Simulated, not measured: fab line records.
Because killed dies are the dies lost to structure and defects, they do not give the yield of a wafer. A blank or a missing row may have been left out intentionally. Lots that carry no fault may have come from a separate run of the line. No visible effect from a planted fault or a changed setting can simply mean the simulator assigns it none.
Which tool did it? | flow n5-finfet | 35 wafers from 12 lots sampled at 6 of the route's 1938 steps

## WHAT THE GAUGES READ, wafer by wafer
The record lacks any reading of a measuring or inspecting step that a usual standard deviation could be used to judge.

## TOOL THAT RAN EACH LOT (tool first, then ch and the chambers of the sampled wafers, then the start)
lot  | N5_PMOS_HMC_CHANNEL_EPI_CMP_21 | N5_PMOS_HMC_CHANNEL_EPI_EPI_26 | N5_FIN_SAQP_HM_DEP_03          | N5_FIN_SAQP_COAT_50              | N5_FIN_SAQP_ETCH_51               | N5_PASSIVATION_PROBE_49
L573 | cmp-04 ch 0,1,2, day 1 19:59   | epi-rpcvd-04 ch 0, day 1 20:23 | pecvd-01 ch 1, day 1 21:26     | litho-track-04 ch 0, day 1 21:56 | rie-diel-04 ch 0,1,3, day 1 22:26 | prober-02, day 13 21:14
L574 | cmp-01 ch 0,2,3, day 2 01:52   | epi-rpcvd-03 ch 0, day 2 02:15 | pecvd-01 ch 1, day 2 04:31     | litho-track-01 ch 0, day 2 04:58 | rie-diel-05 ch 0,1,3, day 2 06:01 | prober-02, day 13 16:14
L579 | cmp-01 ch 1,2, day 3 08:01     | epi-rpcvd-03 ch 0, day 3 08:26 | pecvd-03 ch 0,2, day 3 09:26   | litho-track-04 ch 0, day 3 09:50 | rie-diel-04 ch 1,2, day 3 10:29   | prober-01, day 15 05:44
L581 | cmp-02 ch 0,2,3, day 3 20:31   | epi-rpcvd-03 ch 0, day 3 20:55 | pecvd-02 ch 0,2, day 3 21:50   | litho-track-01 ch 0, day 3 22:14 | rie-diel-03 ch 1,2, day 3 22:40   | prober-01, day 15 11:16
L582 | cmp-01 ch 0,1,3, day 4 02:42   | epi-rpcvd-01 ch 0, day 4 03:01 | pecvd-03 ch 1, day 4 04:02     | litho-track-01 ch 0, day 4 04:30 | rie-diel-03 ch 0,2, day 4 05:07   | prober-02, day 15 12:47
L583 | cmp-01 ch 0,2,3, day 4 08:41   | epi-rpcvd-03 ch 0, day 4 09:02 | pecvd-01 ch 0,1, day 4 09:57   | litho-track-01 ch 0, day 4 10:28 | rie-diel-04 ch 1,2,3, day 4 13:07 | -
L585 | cmp-01 ch 0,1,2, day 4 20:01   | epi-rpcvd-01 ch 0, day 4 20:26 | pecvd-01 ch 0,1,2, day 5 00:09 | litho-track-01 ch 0, day 5 00:34 | rie-diel-05 ch 0,1,2, day 5 01:23 | -
L586 | cmp-02 ch 1,2, day 5 01:39     | epi-rpcvd-01 ch 0, day 5 02:05 | pecvd-02 ch 0,1,2, day 5 03:55 | litho-track-04 ch 0, day 5 04:23 | rie-diel-03 ch 1,2,3, day 5 04:55 | prober-02, day 17 15:11
L587 | cmp-02 ch 1,2,3, day 5 08:38   | epi-rpcvd-03 ch 0, day 5 09:03 | pecvd-03 ch 0,1,2, day 5 10:41 | litho-track-02 ch 0, day 5 11:06 | rie-diel-05 ch 0,2,3, day 5 12:08 | prober-01, day 17 13:56
L589 | cmp-01 ch 0,1,3, day 5 20:11   | epi-rpcvd-03 ch 0, day 5 20:35 | pecvd-03 ch 1,2, day 5 21:29   | litho-track-02 ch 0, day 5 21:54 | rie-diel-03 ch 0,1,3, day 5 22:28 | prober-02, day 18 08:06
L592 | cmp-04 ch 0,1,3, day 6 14:04   | epi-rpcvd-03 ch 0, day 6 14:28 | pecvd-02 ch 0,1, day 6 15:32   | litho-track-04 ch 0, day 6 15:57 | rie-diel-04 ch 0,3, day 6 16:27   | prober-01, day 19 07:49
L596 | cmp-02 ch 0,1,3, day 7 13:08   | epi-rpcvd-01 ch 0, day 7 13:32 | pecvd-01 ch 0,1,2, day 7 14:29 | litho-track-04 ch 0, day 7 14:54 | rie-diel-04 ch 1,2,3, day 7 15:24 | prober-02, day 20 06:28
- N5_PMOS_HMC_CHANNEL_EPI_CMP_21: polishes SiGe30, target thk 54 nm.
- N5_PMOS_HMC_CHANNEL_EPI_EPI_26: deposits Si from SiH4/H2, target thk 3.8 nm, time 22.7 s.
- N5_FIN_SAQP_HM_DEP_03: deposits SiNx from SiH4/NH3/N2, target thk 38 nm, time 33.6 s.
- N5_FIN_SAQP_COAT_50: time 60 s, resist thk 35 nm.
- N5_FIN_SAQP_ETCH_51: etches SiARC in CF4, target depth 45.5 nm, time 75.8 s.
- N5_PASSIVATION_PROBE_49

## WHAT THE TOOLS THEMSELVES READ (means of the sampled wafers that have a number; where no wafer has one, the mark that the record gives instead)
N5_PMOS_HMC_CHANNEL_EPI_CMP_21. Usual: motor-current-A reads 12.1 A (standard deviation 0.89).
lot  | tool   | motor-current-A (A) | flag
L573 | cmp-04 | 12.7                |
L574 | cmp-01 | 12.2                |
L579 | cmp-01 | 11.6                |
L581 | cmp-02 | 12.7                |
L582 | cmp-01 | 11.5                |
L583 | cmp-01 | 12.2                |
L585 | cmp-01 | 11.8                |
L586 | cmp-02 | 12.2                |
L587 | cmp-02 | 12.1                |
L589 | cmp-01 | 11.7                |
L592 | cmp-04 | 11.9                |
L596 | cmp-02 | 11.8                |

N5_PMOS_HMC_CHANNEL_EPI_EPI_26. Usual: chamber-pressure-Torr 20.00 Torr, standard deviation 0.043; throttle-valve-pct 11.6 %, standard deviation 0.32.
lot  | tool         | chamber-pressure-Torr (Torr) | throttle-valve-pct (%) | flag
L573 | epi-rpcvd-04 | 19.97                        | 11.2                   |
L574 | epi-rpcvd-03 | 20.01                        | 11.4                   |
L579 | epi-rpcvd-03 | 20.06                        | 11.5                   |
L581 | epi-rpcvd-03 | 20.01                        | 11.3                   |
L582 | epi-rpcvd-01 | 20.02                        | 11.9                   |
L583 | epi-rpcvd-03 | 19.98                        | 11.4                   |
L585 | epi-rpcvd-01 | 19.98                        | 12.1                   |
L586 | epi-rpcvd-01 | 19.99                        | 12.0                   |
L587 | epi-rpcvd-03 | 19.88                        | 11.6                   |
L589 | epi-rpcvd-03 | 19.98                        | 11.4                   |
L592 | epi-rpcvd-03 | 19.99                        | 11.4                   |
L596 | epi-rpcvd-01 | 20.07                        | 12.1                   |

N5_FIN_SAQP_HM_DEP_03. Usual: chamber-pressure-Torr 1.500 Torr, standard deviation 0.0032; heater-power-w 815 W, standard deviation 85; showerhead-plenum-p-Torr 5.14 Torr, standard deviation 0.051; throttle-valve-pct 40.6 %, standard deviation 2.8.
lot  | tool     | chamber-pressure-Torr (Torr) | heater-power-w (W) | showerhead-plenum-p-Torr (Torr) | throttle-valve-pct (%) | flag
L573 | pecvd-01 | 1.501                        | 665                | 5.18                            | 41.9                   |
L574 | pecvd-01 | 1.497                        | 767                | 5.19                            | 41.9                   |
L579 | pecvd-03 | 1.500                        | 846                | 5.07                            | 38.8                   |
L581 | pecvd-02 | 1.499                        | 805                | 5.16                            | 39.7                   |
L582 | pecvd-03 | 1.497                        | 918                | 5.09                            | 46.1                   |
L583 | pecvd-01 | 1.503                        | 802                | 5.17                            | 42.0                   |
L585 | pecvd-01 | 1.499                        | 839                | 5.18                            | 40.2                   |
L586 | pecvd-02 | 1.498                        | 767                | 5.17                            | 39.9                   |
L587 | pecvd-03 | 1.502                        | 820                | 5.08                            | 41.4                   |
L589 | pecvd-03 | 1.501                        | 901                | 5.09                            | 40.0                   |
L592 | pecvd-02 | 1.496                        | 750                | 5.20                            | 38.1                   |
L596 | pecvd-01 | 1.498                        | 803                | 5.19                            | 40.4                   |

N5_FIN_SAQP_COAT_50. Usual: dispense-pressure-kPa 52 kPa, standard deviation 3.9; spin-speed-rpm 1500.0 rpm, standard deviation 0.89.
lot  | tool           | dispense-pressure-kPa (kPa) | spin-speed-rpm (rpm) | flag
L573 | litho-track-04 | 55                          | 1500.3               |
L574 | litho-track-01 | 53                          | 1499.4               |
L579 | litho-track-04 | 55                          | 1500.6               |
L581 | litho-track-01 | 53                          | 1500.3               |
L582 | litho-track-01 | 53                          | 1238.7               | OFF
L583 | litho-track-01 | 53                          | 1239.9               | OFF
L585 | litho-track-01 | 53                          | 1238.7               | OFF
L586 | litho-track-04 | 55                          | 1499.6               |
L587 | litho-track-02 | 43                          | 1500.1               |
L589 | litho-track-02 | 43                          | 1500.0               |
L592 | litho-track-04 | 55                          | 1500.2               |
L596 | litho-track-04 | 55                          | 1499.4               |

N5_FIN_SAQP_ETCH_51. Usual: drypump-motor-current-A 5.6 A, standard deviation 0.6; etch-rf-on-time-s 75.4 s, standard deviation 1.7; oes-product-au 0.68 a.u., standard deviation 0.085; rf-vpp-V 184.0 V, standard deviation 1.2; showerhead-plenum-p-Torr 2.14 Torr, standard deviation 0.067; throttle-valve-pct 15.66 %, standard deviation 0.24.
lot  | tool        | drypump-motor-current-A (A) | etch-rf-on-time-s (s) | oes-product-au (a.u.) | rf-vpp-V (V) | showerhead-plenum-p-Torr (Torr) | throttle-valve-pct (%) | flag
L573 | rie-diel-04 | 6.2                         | 74.8                  | 0.66                  | 184.8        | 2.21                            | 15.73                  |
L574 | rie-diel-05 | 5.4                         | 75.2                  | 0.68                  | 185.0        | 2.18                            | 15.64                  |
L579 | rie-diel-04 | 5.6                         | 76.2                  | 0.61                  | 183.7        | 2.13                            | 15.66                  |
L581 | rie-diel-03 | 5.0                         | 74.1                  | 0.79                  | 183.6        | 2.10                            | 15.50                  |
L582 | rie-diel-03 | 5.5                         | 83.2                  | 0.65                  | 183.8        | 2.06                            | 15.76                  | OFF
L583 | rie-diel-04 | 5.8                         | 83.3                  | 0.63                  | 184.2        | 2.17                            | 15.73                  | OFF
L585 | rie-diel-05 | 5.7                         | 81.4                  | 0.75                  | 184.7        | 2.20                            | 15.49                  | OFF
L586 | rie-diel-03 | 5.0                         | 74.9                  | 0.78                  | 183.2        | 2.10                            | 15.46                  |
L587 | rie-diel-05 | 5.8                         | 74.1                  | 0.77                  | 184.3        | 2.16                            | 15.33                  |
L589 | rie-diel-03 | 5.2                         | 75.9                  | 0.71                  | 182.9        | 2.08                            | 15.63                  |
L592 | rie-diel-04 | 6.2                         | 76.5                  | 0.64                  | 185.2        | 2.20                            | 15.89                  |
L596 | rie-diel-04 | 5.8                         | 76.1                  | 0.68                  | 184.5        | 2.16                            | 15.61                  |

N5_PASSIVATION_PROBE_49. Usual: defect-limited-yield 91.3 %, standard deviation 1.3; killed_at_M0_to_M3 34, standard deviation 9.1; killed_at_M4_up 14, standard deviation 5.6; killed-at-contacts 13, standard deviation 5.9; killed-at-front-end 39, standard deviation 11; killed-at-other 3.6, standard deviation 3; killed-dies 102, standard deviation 16; killed-open 68, standard deviation 12; killed-short 33, standard deviation 7.3; sort_bin_4_leakage 0.00 %, standard deviation 0.01; sort_bin_5_function 5.2 %, standard deviation 0.89; sort_bin_6_memory 3.2 %, standard deviation 0.68; sort_bin_8_speed 0.00 %, standard deviation 0.027; sort-n-pass 1078, standard deviation 16; sort-yield-pct 91.3 %, standard deviation 1.3.
lot  | tool      | defect-limited-yield (%) | killed_at_M0_to_M3 | killed_at_M4_up | killed-at-contacts | killed-at-front-end | killed-at-other | killed-dies | killed-open | killed-short | sort_bin_4_leakage (%) | sort_bin_5_function (%) | sort_bin_6_memory (%) | sort_bin_8_speed (%) | sort-n-pass | sort-yield-pct (%) | flag
L573 | prober-02 | 91.4                     | 28                 | 14              | 9                  | 46                  | 4.7             | 101         | 67          | 33           | 0.00                   | 5.0                     | 3.2                   | 0.00                 | 1079        | 91.4               |
L574 | prober-02 | 89.5                     | 41                 | 13              | 21                 | 43                  | 6.7             | 124         | 87          | 36           | 0.00                   | 6.3                     | 3.9                   | 0.03                 | 1055        | 89.4               |
L579 | prober-01 | 88.2                     | 50                 | 12              | 15                 | 61                  | 2.5             | 140         | 94          | 44           | 0.00                   | 7.2                     | 4.3                   | 0.00                 | 1040        | 88.2               |
L581 | prober-01 | 90.5                     | 49                 | 13              | 8                  | 37                  | 6.0             | 113         | 75          | 37           | 0.00                   | 5.8                     | 3.7                   | 0.00                 | 1067        | 90.5               |
L582 | prober-02 | 89.6                     | 31                 | 11              | 10                 | 63                  | 7.7             | 123         | 80          | 42           | 0.03                   | 6.0                     | 4.2                   | 0.00                 | 1057        | 89.6               |
L586 | prober-02 | 91.7                     | 36                 | 11              | 14                 | 30                  | 7.3             | 98          | 61          | 34           | 0.00                   | 4.5                     | 3.4                   | 0.00                 | 1082        | 91.7               |
L587 | prober-01 | 90.5                     | 51                 | 18              | 10                 | 30                  | 3.7             | 112         | 78          | 33           | 0.00                   | 5.6                     | 3.5                   | 0.00                 | 1068        | 90.5               |
L589 | prober-02 | 91.9                     | 31                 | 13              | 9                  | 41                  | 1.0             | 95          | 60          | 34           | 0.00                   | 5.0                     | 2.7                   | 0.00                 | 1085        | 91.9               |
L592 | prober-01 | 92.0                     | 20                 | 15              | 15                 | 43                  | 1.7             | 94          | 52          | 41           | 0.00                   | 4.7                     | 2.9                   | 0.00                 | 1086        | 92.0               |
L596 | prober-02 | 92.9                     | 27                 | 9               | 14                 | 33                  | 1.0             | 84          | 51          | 29           | 0.00                   | 4.2                     | 2.5                   | 0.00                 | 1096        | 92.9               |

## THE ANSWER, worked out from the rows above alone
Rule: lot off if the mean of its wafers having a number is beyond 3 standard deviations from the usual mean. A lot without any number at a reading at which 4 lots or more have one is off too. The other lots that the step has rows for count as sound. Order of review: gauges by route order, followed by the tools' own readings, for which a lot's mean as printed above is used. The first step at which some lot is off is used, and at that step the reading that is off furthest; a lot without a number counts as furthest.
Off, at N5_FIN_SAQP_COAT_50 on spin-speed-rpm: L582, L583, L585.
A tool fits if, at that step or a process step before it, it ran every lot that is off, and no sound lot after the first of them. One fits: N5_FIN_SAQP_COAT_50 on litho-track-01. Its last sound lot is L581 (day 3 22:14), its first lot that is off L582 (day 4 04:30): a fault that began between those two fits.
On the lots that are off, the tool's own readings at N5_FIN_SAQP_COAT_50 differ by more than 5 times the standard deviation of the sound lots' means, which bears it out; spin-speed-rpm reads 1239.1 rpm there versus 1500.0 rpm on the sound lots.

## WHAT THE SIMULATOR HAD PUT IN
Drift in process parameters on litho-track-01 at N5_FIN_SAQP_COAT_50, starting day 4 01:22. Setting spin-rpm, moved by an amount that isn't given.
Struck lots among those shown: L582, L583, L585. The rule above reached the same finding.
